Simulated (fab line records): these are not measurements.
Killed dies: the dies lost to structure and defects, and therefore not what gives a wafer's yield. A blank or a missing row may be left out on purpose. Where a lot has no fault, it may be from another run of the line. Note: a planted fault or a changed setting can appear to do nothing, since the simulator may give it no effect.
Comparing a struck lot with a sound one | flow n5 finfet | 18 out of 1938 route steps
Sound: wafers L161.2, L161.3, L161.5. Struck: wafers L176.1, L176.4, L176.6. At the end, the cause is stated.
For every step that has rows: the tool of each side, followed by ch and its chambers, followed by its first start. Under that, the readings that differ: sound wafers | struck wafers | difference of the means | sigmas: that difference in standard deviations of wafers without a fault.
alike: words and numbers the same on both sides, and readings whose means are apart by under 2 such deviations; not compared: readings that were withheld, readings missing a value for some wafer, numbers with overlapping values and no deviation given by the record, and bounds like >300 which may hide the same value.
Wherever a step has rows on one side only, a row that says differs or no value, or a row with sigmas, the two part there. Numbers that don't overlap but have no deviation are shown without sigmas and don't part them. A reading missing from all wafers of one side parts the sides only when that side holds two or more wafers.

first, 7 steps without rows for these wafers: N5_BEOL_M7_COAT_60 (time 60 s, resist thk 35 nm); N5_BEOL_M7_COAT_05 (resist thk 90 nm); N5_BEOL_M7_EBR_07; N5_BEOL_M7_SOFTBAKE_06 (time 60 s); N5_BEOL_M7_EXPOSE_08 (exposes mask M7); N5_BEOL_M7_PEB_09 (peb time 60 s); N5_BEOL_M7_DEVELOP_10 (develop time 30 s).
N5_BEOL_M7_CD_MEAS_11 targets a cd of 38.5 nm.
  sound on cd sem-03 ch 0, day 9 06:11; struck on cd sem-01 ch 0, day 13 09:46
  reading    | sound          | struck         | difference | sigmas
  cd nm (nm) | 38.6 38.4 39.5 | 37.7 37.9 37.9 | -1.0       | -2
N5_BEOL_M7_OVL_MEAS_12:
  sound on overlay-02 ch 0, day 9 06:13; struck on overlay-01 ch 0, day 13 09:47
  alike: M7_OVL
N5_BEOL_M7_INSPECT_13: inspects for defects (brightfield).
  sound on defect inspect-01, day 9 06:14; struck on defect inspect-01, day 13 09:49
  alike: raw defect count
N5_BEOL_M7_DESCUM_16: chemistry O2, time 7.9 s.
  sound on rie diel-06 ch 2,3, day 9 06:16; struck on rie diel-05 ch 1,3, day 13 09:51
  alike: drypump motor current A, oes product au, rf vpp V, showerhead plenum p Torr, throttle valve pct
  not compared: rf hours counter h
N5_BEOL_M7_ETCH_61: etches SiARC in CF4, target depth 45.5 nm, time 75.8 s.
  sound on rie diel-06 ch 2,3, day 9 06:19; struck on rie diel-05 ch 1,3, day 13 09:53
  alike: drypump motor current A, etch rf on time s, oes product au, rf fwd power W, rf vpp V, showerhead plenum p Torr, throttle valve pct
  not compared: rf hours counter h
N5_BEOL_M7_ETCH_62: etches SOC in N2/H2, target depth 110 nm, overetch 22 nm, time 165 s.
  sound on rie diel-06 ch 2,3, day 9 06:22; struck on rie diel-05 ch 1,3, day 13 09:56
  reading                                    | sound             | struck               | difference | sigmas
  rf fwd power W (W)                         | 837.8 835.6 834.7 | 1038.0 1043.7 1037.1 | +203.6     | +75
  rf vpp V (V)                               | 526 526 525       | 483 490 482          | -41        | -13
  model.SiARC_of_BEOL_M7_COAT_60.thk nm (nm) | 28.4 28.4 28.6    | 27.4 27.8 27.6       | -0.9       |
  alike: drypump motor current A, h2 flow sccm, oes product au, showerhead plenum p Torr, throttle valve pct
  not compared: rf hours counter h, model.BEOL_M7.cd offset nm
then, 1 step without rows for these wafers: N5_BEOL_M7_STRIP_68 (strips in N2/H2).
N5_BEOL_M7_STRIP_67: strips in CF4.
  sound on rie diel-06 ch 2,3, day 9 06:31; struck on rie diel-05 ch 1,3, day 13 10:05
  alike: drypump motor current A, oes product au, power w, rf vpp V, showerhead plenum p Torr, throttle valve pct
  not compared: rf hours counter h
N5_BEOL_M7_HM_OPEN_17: chemistry Cl2/BCl3, target TiN, target depth 20 nm, overetch 6 nm.
  sound on rie metal-02 ch 0,1, day 9 06:33; struck on rie metal-03 ch 0,1, day 13 10:07
  alike: drypump motor current A, he backside leak sccm, oes product au, throttle valve pct
  not compared: rf hours counter h, model.BEOL_M7.cd offset nm
N5_BEOL_M7_STRIP_19: strips in O2.
  sound on rie diel-05 ch 0,1,2, day 9 06:45; struck on rie diel-06 ch 1,2, day 13 10:14
  alike: drypump motor current A, oes product au, rf vpp V, showerhead plenum p Torr, throttle valve pct
  not compared: rf hours counter h
then, 1 step without rows for these wafers: N5_PASSIVATION_PROBE_49.

WHERE THEY PART
First at N5_BEOL_M7_CD_MEAS_11; last, within this record, at N5_BEOL_M7_ETCH_62. Later steps at which nothing parts them and some readings are alike: N5_BEOL_M7_STRIP_67, N5_BEOL_M7_HM_OPEN_17, N5_BEOL_M7_STRIP_19.

WHY: the cause the simulator had injected
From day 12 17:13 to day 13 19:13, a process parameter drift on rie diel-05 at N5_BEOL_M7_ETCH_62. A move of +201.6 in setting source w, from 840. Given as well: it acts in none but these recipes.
